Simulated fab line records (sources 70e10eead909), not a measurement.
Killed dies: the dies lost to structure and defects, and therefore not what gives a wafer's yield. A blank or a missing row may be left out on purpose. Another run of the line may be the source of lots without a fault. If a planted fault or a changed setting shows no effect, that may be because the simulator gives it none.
fab line records	flow nand_harc
record: lots: 12	wafers: 36	last_day: 33
route steps=1302 shown A_BONDPAD@1221 HYBRID_BOND@1243 THIN_TSV@1250 END@1302
lots with no fault: from the same line, run without faults
start_h: hours from the record's first day to the start of the lot's first wafer shown	wait_h: hours elapsed since this lot's preceding step	" identical to the entry in the row above	L1.1+2: several wafers, shown together as one row	- either no value or no given start	* or withheld: withheld	< > ~ a bound
route shown NAME@n: names a module that has steps shown in the file, with the first one's number in the route	usual: average and standard deviation across the fault-free wafers	same: alike in all rows	chamber/n: place in a boat	sites: per-site readings	_std_site: the standard deviation of these	_edge_site: mean of outer sites minus mean of inner sites	radius_mm: how far each site lies from the wafer's centre	mask NAME#n: copy n	behind: the tool/chamber that last shaped the wafer	hold: the reason the lot was held/the length of the hold in hours/how it ended	device: whichever transistor did not switch (one of n, p or np)	end of line: the same wafers' tests at the end of the route	a step without rows: its recipe alone	killed: dies that structure and defects cost at the first sort, which is not the same as the wafer's yield	map: per-die view of a wafer (x killed, . not killed, _ where there is no die)
set.NAME: the run value of the setting; set.NAME@STEP: its run value at that earlier step	model.NAME: the simulator's own value behind a step, which no gauge read
a sample of lots followed through the steps of the route, with each step as a table and each wafer as a row
services: when a tool's chamber went out of use (start_h, in hours from the record's first day, below 0 if earlier), for how many hours, and the reason
== steps ==
step: NHARC_A_BONDPAD_CD_MEAS_13
usual: cd_nm: 499.7/2
lot.wafer	tool	chamber	start_h	wait_h	cd_nm
L489.1	cd_sem-01	-	521.33	-	499.7
L489.3	"	-	"	"	497.6
L489.4	"	-	"	"	503.1
L492.1	cd_sem-02	-	550.62	-	501.0
L492.2	"	-	"	"	503.7
L492.3	"	-	"	"	500.9
L493.4	cd_sem-03	-	570.26	-	500.1
L493.5	"	-	"	"	497.3
L493.6	"	-	"	"	501.4
L494.1	cd_sem-03	-	588.41	-	497.7
L494.4	"	-	"	"	499.7
L494.6	"	-	"	"	498.8
L495.1	cd_sem-03	-	599.53	-	503.0
L495.4	"	-	"	"	502.9
L495.5	"	-	"	"	499.1
L498.3	cd_sem-01	-	606.07	-	498.7
L498.5	"	-	"	"	500.2
L498.6	"	-	"	"	500.2
L500.1	cd_sem-01	-	628.49	-	503.5
L500.5	"	-	"	"	496.9
L500.6	"	-	"	"	500.1
L501.1	cd_sem-02	-	656.75	-	501.8
L501.4	"	-	"	"	500.8
L501.5	"	-	"	"	503.3
L502.2	cd_sem-01	-	662.96	-	500.5
L502.3	"	-	"	"	498.4
L502.5	"	-	"	"	499.9
L504.1	cd_sem-03	-	681.56	-	498.7
L504.2	"	-	"	"	500.5
L504.6	"	-	"	"	497.5
L505.2	cd_sem-01	-	688.85	-	501.2
L505.4	"	-	"	"	499.3
L505.5	"	-	"	"	500.4
L512.1	cd_sem-01	-	769.70	-	501.9
L512.4	"	-	"	"	501.8
L512.5	"	-	"	"	496.7
step: NHARC_HYBRID_BOND_INSPECT_06
recipe: inspect_instrument: ir_void
usual: raw_defect_count: 87/32
lot.wafer	tool	chamber	start_h	wait_h	raw_defect_count
L489.1	defect_inspect-02	-	535.35	0.0	122
L489.3	"	-	"	"	115
L489.4	"	-	"	"	134
L492.1	defect_inspect-02	-	560.98	0.0	62
L492.2	"	-	"	"	63
L492.3	"	-	"	"	68
L493.4	defect_inspect-02	-	582.00	0.1	67
L493.5	"	-	"	"	69
L493.6	"	-	"	"	79
L494.1	defect_inspect-01	-	600.27	0.0	45
L494.4	"	-	"	"	72
L494.6	"	-	"	"	54
L495.1	defect_inspect-01	-	611.72	0.0	150
L495.4	"	-	"	"	144
L495.5	"	-	"	"	164
L498.3	defect_inspect-01	-	620.37	0.1	132
L498.5	"	-	"	"	150
L498.6	"	-	"	"	111
L500.1	defect_inspect-02	-	640.78	0.0	99
L500.5	"	-	"	"	93
L500.6	"	-	"	"	79
L501.1	defect_inspect-02	-	668.67	0.0	28
L501.4	"	-	"	"	27
L501.5	"	-	"	"	26
L502.2	defect_inspect-02	-	674.99	0.1	104
L502.3	"	-	"	"	107
L502.5	"	-	"	"	111
L504.1	defect_inspect-02	-	693.43	0.0	100
L504.2	"	-	"	"	100
L504.6	"	-	"	"	92
L505.2	defect_inspect-02	-	702.71	0.1	74
L505.4	"	-	"	"	82
L505.5	"	-	"	"	60
L512.1	defect_inspect-01	-	781.24	0.0	131
L512.4	"	-	"	"	136
L512.5	"	-	"	"	150
step: NHARC_THIN_TSV_DEP_43
recipe: target_thk_a: 13285	temp_c: withheld	pressure_torr: 6.5	rf_w: 900	teos_flow_sccm: 161.4	flow_sccm: 2650	target_thk_nm: 1328.5	gas: O2	material: SiO2
usual: chamber_pressure_Torr: 6.498/0.013	flow_sccm: 2650/6.8	throttle_valve_pct: 16.6/0.43
lot.wafer	tool	chamber	start_h	wait_h	chamber_pressure_Torr	flow_sccm	throttle_valve_pct
L489.1	pecvd-02	0	537.24	-	6.517	2653	16.1
L489.3	"	1	"	"	6.484	2640	16.5
L489.4	"	0	"	"	6.503	2646	16.1
L492.2	pecvd-03	2	562.85	-	6.503	2647	17.1
L492.1	"	0	"	"	6.489	2652	16.0
L492.3	"	2	"	"	6.490	2649	16.9
L493.6	pecvd-01	0	583.99	-	6.489	2633	16.1
L493.4	"	1	"	"	6.497	2636	16.1
L493.5	"	2	"	"	6.501	2649	15.4
L494.1	pecvd-01	0	602.42	-	6.499	2645	16.2
L494.4	"	2	"	"	6.477	2645	15.6
L494.6	"	0	"	"	6.500	2652	16.5
L495.1	pecvd-03	0	613.67	-	6.495	2645	16.6
L495.5	"	1	"	"	6.475	2647	17.0
L495.4	"	2	"	"	6.515	2655	17.1
L498.3	pecvd-02	0	622.35	-	6.522	2643	16.0
L498.5	"	0	"	"	6.518	2660	16.0
L498.6	"	1	"	"	6.506	2639	16.5
L500.1	pecvd-01	2	642.68	-	6.488	2647	15.8
L500.5	"	2	"	"	6.495	2661	15.9
L500.6	"	0	"	"	6.477	2639	16.5
L501.1	pecvd-03	1	670.59	-	6.484	2649	16.8
L501.5	"	2	"	"	6.516	2646	17.3
L501.4	"	0	"	"	6.489	2638	16.5
L502.3	pecvd-03	2	676.88	-	-	-	-
L502.2	"	0	"	"	-	-	-
L502.5	"	1	"	"	-	-	-
L504.1	pecvd-02	0	695.29	-	-	-	-
L504.2	"	1	"	"	-	-	-
L504.6	"	1	"	"	-	-	-
L505.2	pecvd-02	0	704.66	-	6.517	2644	16.4
L505.4	"	2	"	"	6.463	2644	16.8
L505.5	"	0	"	"	6.507	2649	16.4
L512.1	pecvd-03	2	784.30	-	6.498	2648	17.3
L512.5	"	0	"	"	6.498	2655	16.7
L512.4	"	1	"	"	6.513	2659	17.1
step: NHARC_THIN_TSV_ETCH_44
recipe: target_depth_a: 15942	time_s: 797.1	cf4_flow_sccm: 150	o2_flow_sccm: 10	ar_flow_sccm: 0	rf_w: 300	bias_w: 800	chemistry: CF4/O2
usual: bias_w: 800.2/2.2	drypump_motor_current_A: 5.4/0.47	oes_product_au: 0.998/0.01	rf_vpp_V: 794/5.7	showerhead_plenum_p_Torr: 1.83/0.09	throttle_valve_pct: 16.915/0.0092
lot.wafer	tool	chamber	start_h	wait_h	bias_w	drypump_motor_current_A	oes_product_au	rf_hours_counter_h	rf_vpp_V	showerhead_plenum_p_Torr	throttle_valve_pct
L489.3	rie_diel-03	3	538.32	0.1	802.4	6.1	1.006	4.2	801	1.95	16.902
L489.4	"	0	"	"	800.1	5.1	0.999	4.3	789	1.75	16.910
L489.1	"	1	"	"	801.7	6.0	1.010	4.2	789	1.74	16.905
L492.1	rie_diel-03	2	563.95	0.1	802.2	5.9	0.993	5.6	800	1.93	16.909
L492.2	"	0	"	"	799.6	5.1	0.991	5.6	788	1.75	16.915
L492.3	"	1	"	"	800.8	6.1	1.005	5.5	790	1.73	16.922
L493.4	rie_diel-03	1	584.86	0.1	803.1	6.0	1.001	7.0	788	1.73	16.905
L493.6	"	0	"	"	802.7	5.1	0.995	-	788	1.75	16.906
L493.5	"	1	"	"	801.0	6.1	1.003	-	790	1.73	16.936
L494.4	rie_diel-03	1	603.47	0.1	801.2	6.0	1.018	8.4	788	1.73	16.908
L494.1	"	3	"	"	801.6	6.1	1.011	7.8	801	1.95	16.923
L494.6	"	0	"	"	802.6	5.2	0.999	-	788	1.75	16.917
L495.1	rie_diel-08	1	614.71	0.1	802.2	4.9	0.981	4.6	787	1.73	16.914
L495.4	"	3	"	"	801.2	4.8	0.978	4.1	795	1.88	16.903
L495.5	"	0	"	"	797.8	5.8	1.005	-	788	1.71	16.939
L498.3	rie_diel-03	3	623.48	0.3	799.6	6.1	1.010	8.7	802	1.95	16.912
L498.6	"	0	"	"	799.4	5.1	1.006	-	788	1.75	16.902
L498.5	"	1	"	"	799.1	6.1	1.009	-	788	1.73	16.936
L500.1	rie_diel-01	3	643.81	0.1	800.7	4.8	0.993	3.4	803	1.96	16.908
L500.6	"	2	"	"	803.2	5.8	0.998	-	789	1.73	16.921
L500.5	"	3	"	"	804.1	4.8	0.996	-	802	1.96	16.921
L501.4	rie_diel-01	3	671.73	0.1	804.8	4.8	1.001	4.5	803	1.96	16.914
L501.1	"	0	"	"	798.3	5.4	0.987	4.6	796	1.85	16.939
L501.5	"	2	"	"	803.8	5.7	0.997	-	788	1.73	16.911
L502.3	rie_diel-03	1	677.89	0.1	801.7	6.1	1.004	2.1	788	1.73	16.911
L502.2	"	2	"	"	797.0	5.9	1.003	2.1	800	1.93	16.920
L502.5	"	0	"	"	798.3	5.1	1.000	-	788	1.75	16.921
L504.1	rie_diel-03	2	696.36	0.1	803.9	6.0	1.004	3.6	801	1.93	16.914
L504.2	"	1	"	"	800.9	6.1	1.007	3.3	788	1.73	16.915
L504.6	"	2	"	"	803.5	5.9	0.996	-	801	1.93	16.903
L505.4	rie_diel-08	2	705.51	0.1	798.0	5.4	0.989	8.6	797	1.87	16.910
L505.2	"	1	"	"	802.2	4.9	0.987	7.9	788	1.73	16.907
L505.5	"	3	"	"	797.9	4.8	0.986	-	797	1.87	16.903
L512.4	rie_diel-08	1	785.38	0.1	800.5	4.8	0.986	4.1	786	1.73	16.919
L512.1	"	0	"	"	802.0	5.8	1.030	4.0	787	1.71	16.916
L512.5	"	2	"	"	799.7	5.4	1.007	-	798	1.87	16.902
step: NHARC_END_SORT_01
recipe: temp_c: 25
usual: defect_limited_yield: 91.4/2.5	killed_at_array: 54/17	killed_at_other: 1.0/1.4	killed_at_periphery: 3.6/2.1	killed_dies: 58/17	killed_open: 3.2/2	killed_short: 2.5/1.5
same: gross_dies: 677
lot.wafer	tool	chamber	start_h	wait_h	defect_limited_yield[%]	killed_at_array	killed_at_other	killed_at_periphery	killed_dies	killed_open	killed_short
L502.2	prober-02	0	696.77	2.8	0	56	620	1	677	1	3
L502.3	prober-02	0	697.59	3.1	0	68	609	0	677	1	3
L502.5	prober-02	0	699.23	3.8	0	63	613	1	677	4	1
L504.1	prober-01	0	710.90	2.5	0	77	595	5	677	4	2
L504.2	prober-01	0	711.71	2.8	0	51	620	6	677	5	3
L504.6	prober-01	0	714.91	4.0	0	61	610	6	677	2	3
killed by level:class
L502.2 THIN_TSV:area_dep=620 A_CHANNEL_HOLE_D2:chamber_film_flake=24 A_CHANNEL_HOLE_D1:chamber_film_flake=15 A_SGD_CUT:chamber_film_flake=6 A_STAIRCASE:chamber_film_flake=3 A_CHANNEL_FILL_D2:chamber_film_flake=3 P_CONTACT:geometric_particle:short=1 A_STAIRCASE:geometric_particle:short=1
L502.3 THIN_TSV:area_dep=609 A_CHANNEL_HOLE_D2:chamber_film_flake=25 A_CHANNEL_HOLE_D1:chamber_film_flake=20 A_SGD_CUT:chamber_film_flake=7 A_CHANNEL_FILL_D2:chamber_film_flake=4 A_STAIRCASE:chamber_film_flake=2 A_SLIT:chamber_film_flake=2 A_WL_FILL:chamber_film_flake=2
L502.5 THIN_TSV:area_dep=613 A_CHANNEL_HOLE_D2:chamber_film_flake=23 A_CHANNEL_HOLE_D1:chamber_film_flake=17 A_SGD_CUT:chamber_film_flake=9 A_CHANNEL_FILL_D2:chamber_film_flake=3 A_SLIT:chamber_film_flake=3 A_CONTACT:chamber_film_flake=3 P_CONTACT:geometric_particle:open=1
L504.1 THIN_TSV:area_dep=594 A_CHANNEL_HOLE_D1:chamber_film_flake=32 A_CHANNEL_HOLE_D2:chamber_film_flake=25 A_STAIRCASE:chamber_film_flake=5 A_SLIT:chamber_film_flake=4 A_CONTACT:chamber_film_flake=3 P_BONDPAD:chamber_film_flake=2 A_ZERO_WELL:chamber_film_flake=2
L504.2 THIN_TSV:area_dep=620 A_CHANNEL_HOLE_D2:chamber_film_flake=21 A_CHANNEL_HOLE_D1:chamber_film_flake=11 A_STAIRCASE:chamber_film_flake=9 A_CONTACT:chamber_film_flake=3 P_GATE:chamber_film_flake=2 P_M0:geometric_particle:open=1 P_M0:geometric_particle:short=1
L504.6 THIN_TSV:area_dep=610 A_CHANNEL_HOLE_D1:chamber_film_flake=27 A_CHANNEL_HOLE_D2:chamber_film_flake=13 A_STAIRCASE:chamber_film_flake=10 P_GATE:chamber_film_flake=2 P_BONDPAD:chamber_film_flake=2 A_ZERO_WELL:chamber_film_flake=2 A_SLIT:chamber_film_flake=2
== services ==
tool	chamber	start_h	hours	kind
pecvd-01	1	518.80	2.4	repair
rie_diel-08	-	544.80	9.0	pm
pecvd-02	0	546.20	4.9	repair
pecvd-03	-	547.43	13.0	pm
pecvd-02	1	554.32	9.8	repair
pecvd-03	1	562.41	6.9	repair
rie_diel-03	1	573.19	1.6	repair
rie_diel-08	2	577.49	1.3	repair
pecvd-02	-	589.41	13.0	pm
rie_diel-08	-	595.46	0.6	repair
pecvd-01	-	601.23	0.5	repair
pecvd-01	-	612.21	1.5	repair
pecvd-03	1	625.56	7.6	repair
rie_diel-03	-	635.30	9.0	pm
rie_diel-08	1	644.75	12.6	repair
pecvd-01	-	673.42	13.0	pm
pecvd-03	-	697.37	0.6	repair
pecvd-02	-	698.80	0.7	repair
rie_diel-03	1	713.05	6.2	repair
rie_diel-03	3	722.62	5.9	repair
pecvd-03	-	728.43	13.0	pm
pecvd-02	2	747.20	8.0	repair
pecvd-02	-	770.64	13.0	pm
pecvd-02	-	784.82	0.5	repair
== key ==
first_sign: step: NHARC_THIN_TSV_DEP_43	reading: tool_record	direction: missing
effect: step: NHARC_END_SORT_01	reading: killed_at_other	direction: up	sigmas: 99+	usual: 1.0	struck: 611.2
more_kills_born_at: NHARC_THIN_TSV_DEP_43@pecvd-03: 1842	NHARC_THIN_TSV_DEP_43@pecvd-02: 1824
met_at NHARC_THIN_TSV_DEP_43
struck_lots L502,L504
later_rows_left_out L502.2,L502.3,L502.5,L504.1,L504.2,L504.6
not_acting_at NHARC_A_BONDPAD_CD_MEAS_13,NHARC_HYBRID_BOND_INSPECT_06,NHARC_THIN_TSV_ETCH_44
onset_between 670.59 676.88
fault: kind: skipped_step_whole	tool: pecvd-02,pecvd-03	chamber: -	onset_h: 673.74	steps: NHARC_THIN_TSV_DEP_43	scope: struck_lots_only
later_rows_left_out: the simulator's readings of these wafers behind a module that went badly wrong aren't trusted and aren't shown, but for the sort
